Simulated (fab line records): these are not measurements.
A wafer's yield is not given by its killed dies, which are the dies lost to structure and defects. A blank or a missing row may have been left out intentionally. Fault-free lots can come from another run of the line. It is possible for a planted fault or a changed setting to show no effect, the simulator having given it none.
Chamber matching + flow n5 finfet + N5_BEOL_M11_ALD_74 on ald metal-04 has 4 sister chambers
The step deposits TaN, target thk 2 nm, pulse time 2 s, purge time 3 s. 8 wafers are shown with their chamber, then 7 later ones without.

WAFERS WITH THEIR CHAMBER
| wafer  | chamber | heater power w (W) |
|--------|---------|--------------------|
| L080.4 | 3       | 372                |
| L080.5 | 0       | 393                |
| L081.4 | 3       | 373                |
| L083.1 | 1       | 450                |
| L083.3 | 0       | 405                |
| L083.5 | 2       | 431                |
| L084.3 | 2       | 439                |
| L084.4 | 1       | 448                |

WAFERS WHOSE CHAMBER IS MISSING
| wafer  | heater power w (W) |
|--------|--------------------|
| L084.6 | 452                |
| L086.1 | 429                |
| L086.3 | 407                |
| L086.4 | 361                |
| L089.2 | 399                |
| L089.4 | 448                |
| L089.5 | 369                |

WHICH CHAMBER EACH ONE RAN IN
| wafer  | from the rows above | in truth |
|--------|---------------------|----------|
| L084.6 | 1                   | 1        |
| L086.1 | 2                   | 2        |
| L086.3 | 0                   | 0        |
| L086.4 | 3                   | 3        |
| L089.2 | 0                   | 0        |
| L089.4 | 1                   | 1        |
| L089.5 | 3                   | 3        |
Correctly placed: 7 of 7. From these rows, 0 cannot be placed. Placed wrongly: 0.
How it was worked out, from the rows above alone: a wafer's distance from a chamber is the root of the sum, over the readings, of the square of ((its reading less the chamber's mean) divided by the reading's scatter). If the next closest chamber is less than 2 further off than the closest, the wafer can't be placed; otherwise it belongs to the closest. For every chamber, the mean is computed from those of its wafers that are shown. How the scatter is found: for the shown wafers, subtract from each reading the mean of its chamber, square and add these, divide the total by (wafers less chambers), then take the root.
